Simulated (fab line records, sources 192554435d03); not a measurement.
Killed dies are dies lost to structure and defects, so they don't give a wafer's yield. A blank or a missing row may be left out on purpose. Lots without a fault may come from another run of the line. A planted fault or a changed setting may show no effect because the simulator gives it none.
Split-lot experiment | flow n5_finfet | 7 lots, 21 wafers read, on a route of 1938 steps

THE SPLIT
At N5_BEOL_M9_PECVD_70 (deposits SiO2 from TEOS/O2, target thk 20 nm, time 22.7 s), the setting time_s was moved away from the recipe's 22.7 s on 10 of the 21 wafers read, by -14.9% to +13.8%. The other wafers ran this setting at the recipe's value.

The reading is taken at the split's own step.

THE READING
SiO2_of_BEOL_M9_PECVD_70.thk_nm (the simulator's own value, which no gauge read), in nm, at N5_BEOL_M9_PECVD_70 (deposits SiO2 from TEOS/O2, target thk 20 nm, time 22.7 s). The file gives no usual value for it. The 11 wafers here that ran the recipe average 20.0 nm, standard deviation 0.41 nm.

wafer  | tool, chamber at the split | time_s as run, s | against the recipe | SiO2_of_BEOL_M9_PECVD_70.thk_nm, nm | against lot-mates on the recipe
L080.2 | pecvd-04, 1                | 25.84            | +13.8%             | 22.6                                | +2.4
L080.3 | pecvd-04, 2                | 25.84            | +13.8%             | 22.4                                | +2.2
L080.4 | pecvd-04, 0                | 22.7             | recipe             | 20.2                                | -
L078.2 | pecvd-02, 1                | 22.7             | recipe             | 19.6                                | -
L078.4 | pecvd-02, 0                | 22.7             | recipe             | 20.2                                | -
L078.5 | pecvd-02, 1                | 21.57            | -5.0%              | 19.2                                | -0.7
L083.1 | pecvd-03, 0                | 25.3             | +11.5%             | 21.2                                | +1.0
L083.3 | pecvd-03, 1                | 25.3             | +11.5%             | 21.8                                | +1.6
L083.6 | pecvd-03, 1                | 22.7             | recipe             | 20.2                                | -
L086.1 | pecvd-04, 0                | 24.11            | +6.2%              | 21                                  | +0.7
L086.5 | pecvd-04, 2                | 22.7             | recipe             | 20.2                                | -
L086.6 | pecvd-04, 1                | 22.7             | recipe             | 20.4                                | -
L089.1 | pecvd-04, 2                | 19.32            | -14.9%             | 17.2                                | -3.2
L089.3 | pecvd-04, 0                | 19.32            | -14.9%             | 17                                  | -3.4
L089.6 | pecvd-04, 1                | 22.7             | recipe             | 20.4                                | -
L094.2 | pecvd-04, 1                | 25.43            | +12.0%             | 22.6                                | +2.4
L094.4 | pecvd-04, 1                | 22.7             | recipe             | 20.2                                | -
L094.6 | pecvd-04, 2                | 25.43            | +12.0%             | 22.4                                | +2.2
L092.2 | pecvd-03, 1                | 22.7             | recipe             | 20.2                                | -
L092.3 | pecvd-03, 0                | 22.7             | recipe             | 19                                  | -
L092.6 | pecvd-03, 0                | 22.7             | recipe             | 19.6                                | -

THE FIT
A straight line over all 21 wafers: SiO2_of_BEOL_M9_PECVD_70.thk_nm changes by +0.182 nm for each +1% of time_s; r = +0.97; the points scatter about the line by 0.4 nm.
The same after taking each lot's own level away (the mean of its wafers on the recipe; 21 wafers): +0.182 nm for each +1%; r = +0.97; scatter 0.39 nm.
On that fit, the largest move of time_s shifts the reading by 2.7 nm.
The lots' own levels span 19.60 to 20.40 nm, that is 1.9 times the standard deviation above.
So the lot-to-lot level changes the slope little: the two slopes agree.
Check: with one of the wafers moved furthest among these (-14.9%) left out of the fit, the line predicts -2.73 nm for it against its lot-mates. It came out at -3.2 nm against them.

OTHER SPLITS ON THESE WAFERS
These wafers also went through other splits before the reading. Each is held against what the fit with the lots' levels taken away leaves over:
other split on the same wafers | wafers away from the commonest value | r with SiO2_of_BEOL_M9_PECVD_70.thk_nm (lot level and that fit taken away)
N5_BEOL_M6_EXPOSE_25 dose_mj   | 4                                    | +0.08
N5_BEOL_M7_PECVD_70 time_s     | 9                                    | +0.21
N5_BEOL_M7_COAT_05 spin_rpm    | 6                                    | +0.12
N5_BEOL_M8_COAT_59 spin_rpm    | 8                                    | -0.14

THE FILE'S OWN FIT
SiO2_of_BEOL_M9_PECVD_70.thk_nm changes by +0.175 nm for each +1% of time_s, r = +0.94.
